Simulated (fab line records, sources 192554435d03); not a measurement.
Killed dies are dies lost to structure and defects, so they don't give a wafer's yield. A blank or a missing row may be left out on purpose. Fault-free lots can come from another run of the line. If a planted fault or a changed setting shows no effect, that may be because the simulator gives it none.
fab line records -- flow n5-finfet
record lots=7, wafers=21
route steps=1938 shown SD_EPI_P@301 HKMG_FIN@395 GATE_CUT@469 MOL_CONTACT_COAG@615 BEOL_M0_SAQP@652 BEOL_M1@753
start-h: the number of hours between the record's first day and the start of the first shown wafer of the lot -- wait-h: time in hours since the lot's previous step -- " the same as in the row above -- L1.1+2: one row covering several wafers at once -- - either no value or no given start -- * or withheld: withheld -- < > ~ a bound
route shown NAME@n: NAME is a module with steps in the file, n the number in the route of the first one -- usual: mean/standard deviation taken from wafers without a fault -- same: alike in all rows -- chamber/n: place in a boat -- sites: per-site readings -- _std_site: their standard deviation -- _edge_site: mean of outer sites minus mean of inner sites -- radius-mm: for every site, how far away it sits from the centre of the wafer -- mask NAME#n: copy n -- behind: the tool/chamber that last shaped the wafer -- hold: what put the lot on hold/how long, in hours/how the hold closed -- device: names the non-switching transistor (n, p or np) -- end of line: tests of these same wafers at the route's end -- a step given without rows: its recipe and nothing more -- killed: the dies lost at the first sort to structure and to defects; this is not the yield of the wafer -- map: shows each die of a wafer: x if killed, . if not, _ if none is there
set.NAME: the setting as run; set.NAME@STEP: as run at that earlier step -- model.NAME: the simulator's own value behind a step, which no gauge read
lots run with intentionally changed settings; tables by step, rows by wafer
## steps
# step N5_SD_EPI_P_PEB_07
# recipe peb-temp-c=110, peb-time-s=60, resist=CAR-ArF-block
lot.wafer,tool,chamber,start-h,wait-h,set.peb-time-s
L076.3+4+6,litho-track-03,0,64.51,0.0,70.94
L079.1+4+6,litho-track-02,0,85.33,0.1,60
L086.1+3,litho-track-03,0,127.84,0.1,51.24
L086.2,litho-track-03,0,127.84,0.1,60
L091.1+4,litho-track-02,0,161.09,0.1,60
L091.2,litho-track-02,0,161.09,0.1,67.41
L092.2+4+6,litho-track-02,0,162.26,0.0,60
L094.1+2+6,litho-track-05,0,174.67,0.1,60
L096.1+2,litho-track-03,0,192.21,0.1,60
L096.6,litho-track-03,0,192.21,0.1,53.63
# step N5_SD_EPI_P_DEVELOP_08
# recipe develop-time-s=30, developer=TMAH, resist=CAR-ArF-block, dev-temp-c=23, rinse-liquid=diw, dry=air-spin
# step N5_SD_EPI_P_CD_MEAS_09
# recipe target-cd-nm=240, landing-energy-ev=500, detector=se-inlens
# usual cd-nm=239.8/0.93
lot.wafer,tool,chamber,start-h,wait-h,set.peb-time-s@SD_EPI_P_PEB_07,cd-nm
L076.3,cd-sem-03,0,64.57,-,70.94,245.3
L076.4,cd-sem-03,0,64.57,-,70.94,244.4
L076.6,cd-sem-03,0,64.57,-,70.94,245.4
L079.1,cd-sem-01,0,85.40,-,60,238.3
L079.4,cd-sem-01,0,85.40,-,60,238.8
L079.6,cd-sem-01,0,85.40,-,60,237.4
L086.1,cd-sem-01,0,127.91,-,51.24,233.8
L086.2,cd-sem-01,0,127.91,-,60,240.3
L086.3,cd-sem-01,0,127.91,-,51.24,234.7
L091.1,cd-sem-01,0,161.16,-,60,241.0
L091.2,cd-sem-01,0,161.16,-,67.41,245.1
L091.4,cd-sem-01,0,161.16,-,60,240.9
L092.2,cd-sem-01,0,162.32,-,60,240.3
L092.4,cd-sem-01,0,162.32,-,60,240.4
L092.6,cd-sem-01,0,162.32,-,60,240.5
L094.1,cd-sem-01,0,174.74,-,60,239.3
L094.2,cd-sem-01,0,174.74,-,60,240.1
L094.6,cd-sem-01,0,174.74,-,60,240.1
L096.1,cd-sem-03,0,192.28,-,60,238.6
L096.2,cd-sem-03,0,192.28,-,60,240.6
L096.6,cd-sem-03,0,192.28,-,53.63,237.3
# step N5_SD_EPI_P_DESCUM_14
# recipe chemistry=O2, time-s=7.9, source-power-w=50, bias-power-w=20, pressure-mtorr=20, rf-frequency-hz=2.712e+07, temp-c=40, resist=CAR-ArF-block, o2-flow-sccm=225
lot.wafer,tool,chamber,start-h,wait-h,set.peb-time-s@SD_EPI_P_PEB_07,model.SD_EPI_P.cd-nm
L076.3+6,rie-diel-04,"1,0",64.88,0.2,70.94,245.6
L076.4,rie-diel-04,2,64.88,0.2,70.94,244.2
L079.1,rie-diel-03,2,85.49,0.0,60,238.4
L079.4,rie-diel-03,0,85.49,0.0,60,238.8
L079.6,rie-diel-03,3,85.49,0.0,60,237.8
L086.1,rie-diel-04,0,128.34,0.4,51.24,234
L086.2,rie-diel-04,1,128.34,0.4,60,240.6
L086.3,rie-diel-04,2,128.34,0.4,51.24,235
L091.1,rie-diel-04,0,161.25,0.0,60,241
L091.2,rie-diel-04,3,161.25,0.0,67.41,244.8
L091.4,rie-diel-04,1,161.25,0.0,60,240.8
L092.2,rie-diel-04,3,162.41,0.0,60,240
L092.4,rie-diel-04,2,162.41,0.0,60,241
L092.6,rie-diel-04,2,162.41,0.0,60,240.6
L094.1,rie-diel-04,3,174.83,0.0,60,239
L094.2,rie-diel-04,0,174.83,0.0,60,240.2
L094.6,rie-diel-04,1,174.83,0.0,60,240.4
L096.1,rie-diel-06,2,192.68,0.3,60,239.2
L096.2,rie-diel-06,1,192.68,0.3,60,240.2
L096.6,rie-diel-06,2,192.68,0.3,53.63,237.6
# step N5_SD_EPI_P_ETCH_36
# recipe chemistry=CF4, target=SiARC, target-depth-a=455, mask-material=CAR-ArF-block, time-s=75.8, ion-energy-ev=80, pressure-mtorr=40, source-w=545, bias-w=36, Ar_flow_sccm=100, cf4-flow-sccm=100, ends=cleared
lot.wafer,tool,chamber,start-h,wait-h,set.peb-time-s@SD_EPI_P_PEB_07,model.SD_EPI_P.cd-nm
L076.3,rie-diel-04,1,64.91,0.0,70.94,245.4
L076.4,rie-diel-04,2,64.91,0.0,70.94,244
L076.6,rie-diel-04,0,64.91,0.0,70.94,245.6
L079.1,rie-diel-03,2,85.52,0.0,60,238.4
L079.4,rie-diel-03,0,85.52,0.0,60,239
L079.6,rie-diel-03,3,85.52,0.0,60,237.6
L086.1,rie-diel-04,0,128.38,0.0,51.24,234
L086.2,rie-diel-04,1,128.38,0.0,60,240.4
L086.3,rie-diel-04,2,128.38,0.0,51.24,234.6
L091.1,rie-diel-04,0,161.28,0.0,60,241
L091.2,rie-diel-04,3,161.28,0.0,67.41,245
L091.4,rie-diel-04,1,161.28,0.0,60,240.8
L092.2,rie-diel-04,3,162.45,0.0,60,240
L092.4,rie-diel-04,2,162.45,0.0,60,240.6
L092.6,rie-diel-04,2,162.45,0.0,60,240.4
L094.1,rie-diel-04,3,174.86,0.0,60,239.2
L094.2+6,rie-diel-04,"0,1",174.86,0.0,60,240.2
L096.1,rie-diel-06,2,192.71,0.0,60,239
L096.2,rie-diel-06,1,192.71,0.0,60,240.4
L096.6,rie-diel-06,2,192.71,0.0,53.63,237.4
# step N5_HKMG_FIN_EXPOSE_46
# recipe mask-id=NDIPOLE, na=1.35, source-shape=conventional, sigma-outer=0.8, polarization=unpolarized, dose-mj=40
lot.wafer,tool,chamber,start-h,wait-h,mask,set.dose-mj
L076.3+6,arfi-scanner-03,0,82.42,-,NDIPOLE#0,40
L076.4,arfi-scanner-03,0,82.42,-,NDIPOLE#0,42.07
L079.1+4+6,arfi-scanner-03,0,102.49,-,NDIPOLE#0,40
L086.1+2+3,arfi-scanner-03,0,145.46,-,NDIPOLE#0,40
L091.1+2+4,arfi-scanner-03,0,179.42,-,NDIPOLE#0,40
L092.2+4+6,arfi-scanner-02,0,180.29,-,NDIPOLE#0,40
L094.1+2,arfi-scanner-02,0,191.85,-,NDIPOLE#0,40
L094.6,arfi-scanner-02,0,191.85,-,NDIPOLE#0,38.9
L096.1,arfi-scanner-01,0,211.47,-,NDIPOLE#0,37.35
L096.2+6,arfi-scanner-01,0,211.47,-,NDIPOLE#0,40
# step N5_HKMG_FIN_DEVELOP_48
# recipe develop-time-s=30, developer=TMAH, resist=CAR-ArF, rinse-liquid=diw, dry=air-spin, dev-temp-c=23
lot.wafer,tool,chamber,start-h,wait-h,set.develop-time-s
L076.3,litho-track-01,0,-,-,30
L076.4+6,litho-track-01,0,-,-,24.73
L079.1+4+6,litho-track-02,0,-,-,30
L086.1+2,litho-track-01,0,-,-,35.83
L086.3,litho-track-01,0,-,-,30
L091.1+4,litho-track-02,0,-,-,30
L091.2,litho-track-02,0,-,-,24.54
L092.2+6,litho-track-01,0,-,-,32.64
L092.4,litho-track-01,0,-,-,30
L094.1+2+6,litho-track-05,0,-,-,30
L096.1+2,litho-track-05,0,-,-,30
L096.6,litho-track-05,0,-,-,26.26
# step N5_HKMG_FIN_CD_MEAS_49
# recipe target-cd-nm=202, landing-energy-ev=500, detector=se-inlens, polarity=opening
# usual cd-nm=201.7/0.7
lot.wafer,tool,chamber,start-h,wait-h,set.dose-mj@HKMG_FIN_EXPOSE_46,cd-nm
L076.3,cd-sem-01,0,82.53,-,40,201.4
L076.4,cd-sem-01,0,82.53,-,42.07,204.0
L076.6,cd-sem-01,0,82.53,-,40,200.5
L079.1,cd-sem-01,0,102.62,-,40,201.9
L079.4,cd-sem-01,0,102.62,-,40,201.2
L079.6,cd-sem-01,0,102.62,-,40,202.0
L086.1,cd-sem-03,0,145.58,-,40,203.2
L086.2,cd-sem-03,0,145.58,-,40,201.9
L086.3,cd-sem-03,0,145.58,-,40,203.7
L091.1,cd-sem-01,0,179.54,-,40,202.2
L091.2,cd-sem-01,0,179.54,-,40,201.7
L091.4,cd-sem-01,0,179.54,-,40,202.0
L092.2,cd-sem-02,0,180.41,-,40,201.2
L092.4,cd-sem-02,0,180.41,-,40,200.3
L092.6,cd-sem-02,0,180.41,-,40,201.5
L094.1,cd-sem-01,0,191.97,-,40,201.0
L094.2,cd-sem-01,0,191.97,-,40,201.1
L094.6,cd-sem-01,0,191.97,-,38.9,200.4
L096.1,cd-sem-03,0,211.60,-,37.35,197.8
L096.2,cd-sem-03,0,211.60,-,40,203.0
L096.6,cd-sem-03,0,211.60,-,40,201.6
# step N5_HKMG_FIN_ETCH_54
# recipe chemistry=CF4, target=SiARC, target-depth-a=455, mask-material=CAR-ArF, time-s=75.8, ion-energy-ev=80, pressure-mtorr=40, source-w=545, bias-w=36, Ar_flow_sccm=100, cf4-flow-sccm=100, ends=cleared
# usual etch-rf-on-time-s=76/3.2, rf-vpp-V=184.5/1.1
lot.wafer,tool,chamber,start-h,wait-h,set.source-w,etch-rf-on-time-s,rf-vpp-V
L076.3,rie-diel-05,0,82.72,0.0,545,69,182.5
L076.4,rie-diel-05,3,82.72,0.0,473,86,194.1
L076.6,rie-diel-05,2,82.72,0.0,473,90,193.9
L079.1,rie-diel-05,0,102.74,0.0,545,70,183.1
L079.4,rie-diel-05,3,102.74,0.0,545,77,183.0
L079.6,rie-diel-05,1,102.74,0.0,545,76,186.4
L086.1,rie-diel-02,3,145.96,0.0,545,71,185.3
L086.2,rie-diel-02,1,145.96,0.0,465.7,94,196.5
L086.3,rie-diel-02,0,145.96,0.0,545,76,185.1
L091.1,rie-diel-01,3,179.76,0.0,545,78,184.2
L091.2,rie-diel-01,2,179.76,0.0,545,81,185.9
L091.4,rie-diel-01,1,179.76,0.0,476.1,88,194.0
L092.2,rie-diel-01,1,180.54,0.0,545,78,185.8
L092.4,rie-diel-01,2,180.54,0.0,517.6,85,187.2
L092.6,rie-diel-01,0,180.54,0.0,517.6,81,185.3
L094.1,rie-diel-05,3,192.15,0.0,545,75,184.8
L094.2,rie-diel-05,0,192.15,0.0,545,71,183.4
L094.6,rie-diel-05,1,192.15,0.0,545,76,185.7
L096.1,rie-diel-05,0,211.79,0.0,545,71,183.2
L096.2,rie-diel-05,2,211.79,0.0,545,75,184.5
L096.6,rie-diel-05,0,211.79,0.0,545,72,185.0
# step N5_GATE_CUT_ETCH_58
# recipe chemistry=CH3F/O2, target=SiNx, target-depth-a=170, time-s=128.6, ion-energy-ev=50, pressure-mtorr=30, source-w=415, bias-w=21, Ar_flow_sccm=150, CH3F_flow_sccm=30, O2_flow_sccm=20
# usual rf-vpp-V=99.1/0.99
lot.wafer,tool,chamber,start-h,wait-h,set.bias-w,rf-vpp-V
L076.3,rie-diel-03,1,90.77,0.0,21,99.4
L076.4,rie-diel-03,3,90.77,0.0,21,98.1
L076.6,rie-diel-03,3,90.77,0.0,24.1,109.2
L079.1,rie-diel-04,0,110.91,0.3,21,99.3
L079.4,rie-diel-04,2,110.91,0.3,21,98.3
L079.6,rie-diel-04,2,110.91,0.3,21,99.7
L086.1,rie-diel-03,3,154.39,0.3,23.31,106.5
L086.2,rie-diel-03,0,154.39,0.3,21,98.9
L086.3,rie-diel-03,1,154.39,0.3,21,99.6
L091.1,rie-diel-03,1,188.29,0.1,21,99.1
L091.2,rie-diel-03,3,188.29,0.1,22.7,102.0
L091.4,rie-diel-03,3,188.29,0.1,22.7,101.1
L092.2,rie-diel-03,3,188.73,0.2,21,97.1
L092.4,rie-diel-03,3,188.73,0.2,24.55,109.4
L092.6,rie-diel-03,1,188.73,0.2,24.55,109.1
L094.1,rie-diel-04,1,200.90,0.0,19.25,94.7
L094.2,rie-diel-04,3,200.90,0.0,21,97.9
L094.6,rie-diel-04,1,200.90,0.0,21,100.5
L096.1,rie-diel-04,3,220.62,0.2,21,100.4
L096.2,rie-diel-04,2,220.62,0.2,21,99.5
L096.6,rie-diel-04,0,220.62,0.2,21,98.1
# step N5_GATE_CUT_COAT_27
# recipe resist=underlayer, temp-c=205, time-s=60, spin-rpm=1500, resist-thk-nm=10
lot.wafer,tool,chamber,start-h,wait-h,set.spin-rpm,model.underlayer_of_GATE_CUT_COAT_27.thk-nm
L076.3+4,litho-track-03,0,-,-,1500,10
L076.6,litho-track-03,0,-,-,1389,10.4
L079.1+4+6,litho-track-03,0,-,-,1500,10
L086.1,litho-track-05,0,-,-,1500,10
L086.2+3,litho-track-05,0,-,-,1420,10.2
L091.1,litho-track-04,0,-,-,1356,10.4
L091.2+4,litho-track-04,0,-,-,1500,10
L092.2+4,litho-track-03,0,-,-,1500,10
L092.6,litho-track-03,0,-,-,1648,9.6
L094.1,litho-track-05,0,-,-,1606,9.6
L094.2+6,litho-track-05,0,-,-,1500,10
L096.1+6,litho-track-05,0,-,-,1433,10.2
L096.2,litho-track-05,0,-,-,1500,10
# step N5_GATE_CUT_COAT_07
# recipe resist=CAR-EUV, spin-rpm=1500, resist-thk-nm=30
# step N5_GATE_CUT_EBR_09
# recipe solvent=PGMEA, ebr-width-mm=1.5
# step N5_GATE_CUT_DESCUM_18
# recipe chemistry=O2, time-s=7, source-power-w=50, bias-power-w=20, pressure-mtorr=20, rf-frequency-hz=2.712e+07, temp-c=40, resist=CAR-EUV, o2-flow-sccm=225
# step N5_GATE_CUT_ETCH_28
# recipe chemistry=N2/H2, target=underlayer, target-depth-a=130, mask-material=CAR-EUV, time-s=10.4, ion-energy-ev=200, pressure-mtorr=30, source-w=840, bias-w=150, n2-flow-sccm=200, h2-flow-sccm=200, ends=cleared
lot.wafer,tool,chamber,start-h,wait-h,set.spin-rpm@GATE_CUT_COAT_27,model.CAR-EUV_of_GATE_CUT_COAT_07.thk-nm,model.etch.depth-nm
L076.3,rie-diel-06,3,94.94,0.0,1500,14.6,9.991
L076.4,rie-diel-06,1,94.94,0.0,1500,14.6,9.958
L076.6,rie-diel-06,3,94.94,0.0,1389,14.2,10.35
L079.1,rie-diel-04,3,114.65,0.0,1500,14.8,9.952
L079.4,rie-diel-04,2,114.65,0.0,1500,15,9.974
L079.6,rie-diel-04,1,114.65,0.0,1500,15,9.956
L086.1,rie-diel-03,1,157.80,0.0,1500,14.4,9.982
L086.2,rie-diel-03,0,157.80,0.0,1420,14,10.28
L086.3,rie-diel-03,2,157.80,0.0,1420,14,10.29
L091.1,rie-diel-04,0,193.22,0.0,1356,14,10.47
L091.2,rie-diel-04,3,193.22,0.0,1500,14.6,9.947
L091.4,rie-diel-04,1,193.22,0.0,1500,14.8,9.984
L092.2+4,rie-diel-03,0,193.57,0.0,1500,14.6,9.985
L092.6,rie-diel-03,3,193.57,0.0,1648,15.2,9.553
L094.1,rie-diel-03,0,204.73,0.0,1606,15,9.65
L094.2,rie-diel-03,3,204.73,0.0,1500,14.8,9.984
L094.6,rie-diel-03,3,204.73,0.0,1500,14.8,9.995
L096.1,rie-diel-06,1,224.89,0.0,1433,14.2,10.25
L096.2,rie-diel-06,3,224.89,0.0,1500,14.6,10.02
L096.6,rie-diel-06,3,224.89,0.0,1433,14.2,10.23
# step N5_MOL_CONTACT_COAG_VIA_ETCH_117
# recipe chemistry=C4F6/O2, target-depth-a=400, overetch-a=80, mask-material=SOC, target=SiO2, bias-w=455, pressure-mtorr=10, time-s=26, source-w=325, Ar_flow_sccm=300, C4F6_flow_sccm=10, O2_flow_sccm=10, ion-energy-ev=575.3, ends=end-point
# usual rf-vpp-V=1607/30
lot.wafer,tool,chamber,start-h,wait-h,set.bias-w,rf-vpp-V
L076.3,rie-diel-05,0,111.42,0.0,535.6,1762
L076.4,rie-diel-05,1,111.42,0.0,455,1648
L076.6,rie-diel-05,1,111.42,0.0,535.6,1860
L079.1,rie-diel-05,3,131.85,0.0,455,1625
L079.4,rie-diel-05,0,131.85,0.0,455,1563
L079.6,rie-diel-05,0,131.85,0.0,455,1562
L086.1,rie-diel-01,3,178.42,0.0,455,1576
L086.2,rie-diel-01,1,178.42,0.0,455,1631
L086.3,rie-diel-01,0,178.42,0.0,455,1619
L091.1,rie-diel-05,2,211.40,0.0,455,1596
L091.2,rie-diel-05,0,211.40,0.0,405.3,1432
L091.4,rie-diel-05,1,211.40,0.0,455,1649
L092.2,rie-diel-02,1,213.29,0.0,455,1594
L092.4,rie-diel-02,0,213.29,0.0,455,1637
L092.6,rie-diel-02,1,213.29,0.0,455,1593
L094.1,rie-diel-01,2,222.06,0.0,455,1617
L094.2,rie-diel-01,0,222.06,0.0,514.8,1801
L094.6,rie-diel-01,2,222.06,0.0,455,1616
L096.1,rie-diel-01,0,241.09,0.0,510.1,1792
L096.2,rie-diel-01,2,241.09,0.0,455,1615
L096.6,rie-diel-01,1,241.09,0.0,455,1630
# step N5_MOL_CONTACT_COAG_CVD_140
# recipe material=W, target-thk-a=665, mode=selective-fill, temp-c=300, time-s=215
lot.wafer,tool,chamber,start-h,wait-h,set.target-thk-a,model.W_of_MOL_CONTACT_COAG_CVD_140.thk-nm
L076.3,cvd-w-01,0,111.98,0.1,665,65.4
L076.4,cvd-w-01,1,111.98,0.1,715.6,69.8
L076.6,cvd-w-01,0,111.98,0.1,715.6,70.6
L079.1,cvd-w-01,1,132.33,0.1,665,65.4
L079.4,cvd-w-01,0,132.33,0.1,665,66
L079.6,cvd-w-01,1,132.33,0.1,665,65.6
L086.1,cvd-w-02,1,178.91,0.1,665,66.8
L086.2,cvd-w-02,0,178.91,0.1,583.6,59.2
L086.3,cvd-w-02,0,178.91,0.1,583.6,59.6
L091.1+4,cvd-w-01,"1,0",211.89,0.1,665,65.8
L091.2,cvd-w-01,0,211.89,0.1,665,65.2
L092.2,cvd-w-02,1,213.77,0.1,619.7,61.8
L092.4,cvd-w-02,1,213.77,0.1,665,66.2
L092.6,cvd-w-02,1,213.77,0.1,619.7,62.2
L094.1,cvd-w-01,1,222.54,0.1,665,64.8
L094.2,cvd-w-01,0,222.54,0.1,753,73.6
L094.6,cvd-w-01,0,222.54,0.1,665,64.4
L096.1,cvd-w-02,0,241.58,0.1,665,66.8
L096.2,cvd-w-02,1,241.58,0.1,665,66.2
L096.6,cvd-w-02,1,241.58,0.1,665,66
# step N5_MOL_CONTACT_COAG_PRECLEAN_127
# recipe chemistry=DIW, time-s=57.5, temp-c=23
# step N5_MOL_CONTACT_COAG_SRD_128
# recipe dry-time-s=32, dry=n2-spin, spin-rpm=1500
# step N5_MOL_CONTACT_COAG_CMP_52
# recipe stop-on=SiO2, t-overpolish-s=1.5, post-cmp-clean=w-dilute-nh4oh, down-force-psi=4, platen-rpm=50.289, pad-velocity-m-s=1.0006, target-thk-nm=66.5
lot.wafer,tool,chamber,start-h,wait-h,set.target-thk-a@MOL_CONTACT_COAG_CVD_140,model.W_of_MOL_CONTACT_COAG_CVD_140.thk-nm
L076.4,cmp-04,3,112.30,0.1,715.6,66.8
L076.3,cmp-04,0,112.30,0.1,665,65.4
L076.6,cmp-04,1,112.30,0.1,715.6,66
L079.4,cmp-01,0,132.74,0.1,665,66
L079.1,cmp-01,1,132.74,0.1,665,65.4
L079.6,cmp-01,2,132.74,0.1,665,65.6
L086.3,cmp-04,2,179.23,0.0,583.6,59.6
L086.2,cmp-04,3,179.23,0.0,583.6,59.2
L086.1,cmp-04,1,179.23,0.0,665,66.8
L091.2,cmp-01,0,212.21,0.0,665,65.2
L091.4+1,cmp-01,"1,3",212.21,0.0,665,65.8
L092.4,cmp-01,3,214.13,0.1,665,66.2
L092.2,cmp-01,1,214.13,0.1,619.7,61.8
L092.6,cmp-01,3,214.13,0.1,619.7,62.2
L094.1,cmp-03,3,222.86,0.0,665,64.8
L094.2,cmp-03,2,222.86,0.0,753,67.4
L094.6,cmp-03,0,222.86,0.0,665,64.4
L096.1,cmp-01,3,241.97,0.1,665,66.8
L096.2,cmp-01,0,241.97,0.1,665,66.2
L096.6,cmp-01,1,241.97,0.1,665,66
# step N5_BEOL_M0_SAQP_DESCUM_19
# recipe chemistry=O2, time-s=7.9, source-power-w=50, bias-power-w=20, pressure-mtorr=20, rf-frequency-hz=2.712e+07, temp-c=40, resist=CAR-ArF, o2-flow-sccm=225
lot.wafer,tool,chamber,start-h,wait-h,set.time-s,model.CAR-ArF_of_BEOL_M0_SAQP_COAT_08.thk-nm
L076.3,rie-diel-06,2,120.34,0.1,7.9,83.4
L076.4,rie-diel-06,1,120.34,0.1,6.559,84.2
L076.6,rie-diel-06,2,120.34,0.1,7.9,83.8
L079.1,rie-diel-06,0,140.95,0.4,7.9,83.2
L079.4,rie-diel-06,1,140.95,0.4,7.9,83
L079.6,rie-diel-06,2,140.95,0.4,7.9,82.8
L086.1+2+3,rie-diel-06,"3,0,1",185.08,0.1,6.275,84.8
L091.1,rie-diel-04,2,217.56,0.0,8.976,82.6
L091.2,rie-diel-04,1,217.56,0.0,7.9,83.2
L091.4,rie-diel-04,3,217.56,0.0,8.976,82.4
L092.2,rie-diel-04,3,221.51,0.1,7.055,84
L092.4,rie-diel-04,2,221.51,0.1,7.9,83.2
L092.6,rie-diel-04,3,221.51,0.1,7.055,83.4
L094.1,rie-diel-04,1,229.72,0.0,6.574,84.8
L094.2,rie-diel-04,2,229.72,0.0,7.9,83.6
L094.6,rie-diel-04,1,229.72,0.0,7.9,83.8
L096.1,rie-diel-04,0,246.49,0.0,8.554,82.8
L096.2,rie-diel-04,3,246.49,0.0,7.9,83.2
L096.6,rie-diel-04,3,246.49,0.0,8.554,83
# step N5_BEOL_M0_SAQP_ETCH_83
# recipe chemistry=CF4, target=SiARC, target-depth-a=390, mask-material=CAR-ArF, time-s=65, ion-energy-ev=80, pressure-mtorr=40, source-w=545, bias-w=36, Ar_flow_sccm=100, cf4-flow-sccm=100, ends=cleared
lot.wafer,tool,chamber,start-h,wait-h,set.time-s@BEOL_M0_SAQP_DESCUM_19,model.CAR-ArF_of_BEOL_M0_SAQP_COAT_08.thk-nm
L076.3,rie-diel-06,2,120.37,0.0,7.9,55.6
L076.4,rie-diel-06,1,120.37,0.0,6.559,56.4
L076.6,rie-diel-06,2,120.37,0.0,7.9,55.8
L079.1+4,rie-diel-06,"0,1",140.98,0.0,7.9,55.2
L079.6,rie-diel-06,2,140.98,0.0,7.9,55
L086.1+2+3,rie-diel-06,"3,0,1",185.12,0.0,6.275,56.8
L091.1+4,rie-diel-04,"2,3",217.60,0.0,8.976,54.6
L091.2,rie-diel-04,1,217.60,0.0,7.9,55.4
L092.2,rie-diel-04,3,221.55,0.0,7.055,56.2
L092.4,rie-diel-04,2,221.55,0.0,7.9,55.4
L092.6,rie-diel-04,3,221.55,0.0,7.055,55.8
L094.1,rie-diel-04,1,229.76,0.0,6.574,56.8
L094.2,rie-diel-04,2,229.76,0.0,7.9,55.6
L094.6,rie-diel-04,1,229.76,0.0,7.9,55.8
L096.1,rie-diel-04,0,246.52,0.0,8.554,54.8
L096.2,rie-diel-04,3,246.52,0.0,7.9,55.2
L096.6,rie-diel-04,3,246.52,0.0,8.554,55
# step N5_BEOL_M1_PECVD_72
# recipe material=SiO2, target-thk-a=160, temp-c=400, precursor=TEOS/O2, pressure-torr=5.5, rf-w=450, teos-flow-sccm=53.8, gas=O2, flow-sccm=3000, time-s=18
lot.wafer,tool,chamber,start-h,wait-h,set.time-s,model.SiO2_of_BEOL_M1_PECVD_72.thk-nm
L076.3,pecvd-01,1,136.98,0.0,18,16
L076.4+6,pecvd-01,"1,0",136.98,0.0,15.73,14.4
L079.1,pecvd-03,2,152.38,0.0,18,16
L079.4,pecvd-03,1,152.38,0.0,18,16.2
L079.6,pecvd-03,2,152.38,0.0,18,16.6
L086.1,pecvd-02,1,199.56,0.0,16.42,14.8
L086.2+3,pecvd-02,"0,2",199.56,0.0,18,16
L091.1+2,pecvd-01,"0,1",229.00,0.0,18,16
L091.4,pecvd-01,0,229.00,0.0,18,16.4
L092.2+4,pecvd-03,"0,1",235.44,0.0,15.76,14
L092.6,pecvd-03,0,235.44,0.0,18,16
L094.1,pecvd-02,1,243.11,0.0,18,16
L094.2,pecvd-02,2,243.11,0.0,18,15.8
L094.6,pecvd-02,1,243.11,0.0,18,16.4
L096.1,pecvd-02,2,258.52,0.0,18,15.6
L096.2+6,pecvd-02,"0,2",258.52,0.0,18,16
## key
split step=N5_SD_EPI_P_PEB_07, setting=peb-time-s, stated=60, by=wafer
response step=N5_SD_EPI_P_CD_MEAS_09, reading=cd-nm, change=+0.342, per=1%, r=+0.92
response step=N5_SD_EPI_P_DESCUM_14, reading=model.SD_EPI_P.cd-nm, change=+0.333, per=1%, r=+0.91
response step=N5_SD_EPI_P_ETCH_36, reading=model.SD_EPI_P.cd-nm, change=+0.343, per=1%, r=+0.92
split step=N5_HKMG_FIN_EXPOSE_46, setting=dose-mj, stated=40, by=wafer
response step=N5_HKMG_FIN_CD_MEAS_49, reading=cd-nm, change=+0.606, per=1%, r=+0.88
split step=N5_HKMG_FIN_DEVELOP_48, setting=develop-time-s, stated=30, by=wafer
response none clear
split step=N5_HKMG_FIN_ETCH_54, setting=source-w, stated=545, by=wafer
response step=N5_HKMG_FIN_ETCH_54, reading=etch-rf-on-time-s, change=*, per=1%, r=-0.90
response step=N5_HKMG_FIN_ETCH_54, reading=rf-vpp-V, change=-0.754, per=1%, r=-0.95
split step=N5_GATE_CUT_ETCH_58, setting=bias-w, stated=21, by=wafer
response step=N5_GATE_CUT_ETCH_58, reading=rf-vpp-V, change=+0.655, per=1%, r=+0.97
split step=N5_GATE_CUT_COAT_27, setting=spin-rpm, stated=1500, by=wafer
response step=N5_GATE_CUT_COAT_27, reading=model.underlayer_of_GATE_CUT_COAT_27.thk-nm, change=-0.0453, per=1%, r=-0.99
response step=N5_GATE_CUT_ETCH_28, reading=model.CAR-EUV_of_GATE_CUT_COAT_07.thk-nm, change=+0.0611, per=1%, r=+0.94
response step=N5_GATE_CUT_ETCH_28, reading=model.etch.depth-nm, change=-0.0494, per=1%, r=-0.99
split step=N5_MOL_CONTACT_COAG_VIA_ETCH_117, setting=bias-w, stated=455, by=wafer
response step=N5_MOL_CONTACT_COAG_VIA_ETCH_117, reading=rf-vpp-V, change=+12.6, per=1%, r=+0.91
split step=N5_MOL_CONTACT_COAG_CVD_140, setting=target-thk-a, stated=665, by=wafer
response step=N5_MOL_CONTACT_COAG_CVD_140, reading=model.W_of_MOL_CONTACT_COAG_CVD_140.thk-nm, change=+0.64, per=1%, r=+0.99
response step=N5_MOL_CONTACT_COAG_CMP_52, reading=model.W_of_MOL_CONTACT_COAG_CVD_140.thk-nm, change=+0.382, per=1%, r=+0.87
split step=N5_BEOL_M0_SAQP_DESCUM_19, setting=time-s, stated=7.9, by=wafer
response step=N5_BEOL_M0_SAQP_DESCUM_19, reading=model.CAR-ArF_of_BEOL_M0_SAQP_COAT_08.thk-nm, change=-0.049, per=1%, r=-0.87
response step=N5_BEOL_M0_SAQP_ETCH_83, reading=model.CAR-ArF_of_BEOL_M0_SAQP_COAT_08.thk-nm, change=-0.0534, per=1%, r=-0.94
split step=N5_BEOL_M1_PECVD_72, setting=time-s, stated=18, by=wafer
response step=N5_BEOL_M1_PECVD_72, reading=model.SiO2_of_BEOL_M1_PECVD_72.thk-nm, change=+0.142, per=1%, r=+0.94
